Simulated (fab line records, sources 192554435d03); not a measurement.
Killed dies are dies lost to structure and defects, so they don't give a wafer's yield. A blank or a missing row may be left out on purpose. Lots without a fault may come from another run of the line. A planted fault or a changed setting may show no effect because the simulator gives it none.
Chamber matching | flow n5_finfet | N5_FIN_SAQP_STRIP_77 on rie_diel-04: 4 sister chambers
The step strips in N2/H2, time 90 s. 22 wafers are shown with their chamber, then 11 later ones without.

WAFERS WITH THEIR CHAMBER
wafer  | chamber | showerhead_plenum_p_Torr (Torr) | drypump_motor_current_A (A) | throttle_valve_pct (%)
L075.1 | 3       | 3.29                            | 6.1                         | 11.88
L075.2 | 2       | 3.38                            | 6.4                         | 12.41
L075.3 | 1       | 3.50                            | 6.1                         | 12.06
L079.1 | 2       | 3.38                            | 6.4                         | 12.43
L079.4 | 3       | 3.29                            | 6.1                         | 11.91
L079.6 | 2       | 3.38                            | 6.4                         | 12.45
L080.4 | 1       | 3.50                            | 6.1                         | 12.08
L080.5 | 3       | 3.28                            | 6.1                         | 11.91
L080.6 | 2       | 3.37                            | 6.4                         | 12.43
L081.3 | 3       | 3.28                            | 6.1                         | 11.93
L081.4 | 2       | 3.37                            | 6.3                         | 12.43
L081.5 | 1       | 3.49                            | 6.1                         | 12.08
L084.1 | 1       | 3.49                            | 6.1                         | 12.08
L084.2 | 2       | 3.37                            | 6.4                         | 12.46
L084.6 | 2       | 3.37                            | 6.4                         | 12.47
L085.1 | 2       | 3.37                            | 6.4                         | 12.47
L085.5 | 2       | 3.37                            | 6.4                         | 12.48
L085.6 | 3       | 3.28                            | 6.1                         | 11.95
L087.1 | 0       | 3.49                            | 6.6                         | 12.09
L087.5 | 2       | 3.37                            | 6.3                         | 12.49
L087.6 | 3       | 3.28                            | 6.1                         | 11.96
L088.1 | 0       | 3.49                            | 6.6                         | 12.09

SIGNATURES (means of the wafers above)
reading                  | chamber 0 | chamber 1 | chamber 2 | chamber 3 | scatter within a chamber
showerhead_plenum_p_Torr | 3.4900    | 3.4950    | 3.3730    | 3.2833    | 0.00496
drypump_motor_current_A  | 6.600     | 6.100     | 6.380     | 6.100     | 0.0298
throttle_valve_pct       | 12.0900   | 12.0750   | 12.4520   | 11.9233   | 0.0245
Rule: a wafer's distance from a chamber is the root of the sum, over the readings, of the square of ((its reading less the chamber's mean) divided by the reading's scatter). The wafer belongs to the nearest chamber; if the next one is less than 2 further off, it can't be placed. The scatter: the root of (the sum of the squares of (reading less its chamber's mean) over the shown wafers, divided by (wafers less chambers)).

WAFERS WITHOUT THEIR CHAMBER
wafer  | showerhead_plenum_p_Torr (Torr) | drypump_motor_current_A (A) | throttle_valve_pct (%)
L088.4 | 3.36                            | 6.4                         | 12.49
L088.5 | 3.27                            | 6.1                         | 11.95
L091.1 | 3.48                            | 6.6                         | 12.11
L091.4 | 3.48                            | 6.1                         | 12.13
L091.5 | 3.48                            | 6.1                         | 12.12
L094.1 | 3.27                            | 6.1                         | 11.98
L094.2 | 3.48                            | 6.1                         | 12.16
L094.6 | 3.36                            | 6.4                         | 12.50
L095.3 | 3.48                            | 6.1                         | 12.18
L095.5 | 3.27                            | 6.1                         | 12.01
L095.6 | 3.48                            | 6.1                         | 12.17

WHICH CHAMBER EACH WENT THROUGH
wafer  | from the rows above | in truth
L088.4 | 2                   | 2
L088.5 | 3                   | 3
L091.1 | 0                   | 0
L091.4 | 1                   | 1
L091.5 | 1                   | 1
L094.1 | 3                   | 3
L094.2 | 1                   | 1
L094.6 | 2                   | 2
L095.3 | 1                   | 1
L095.5 | 3                   | 3
L095.6 | 1                   | 1
Placed correctly: 11 of 11. Can't be placed from these rows: 0. Placed wrongly: 0.
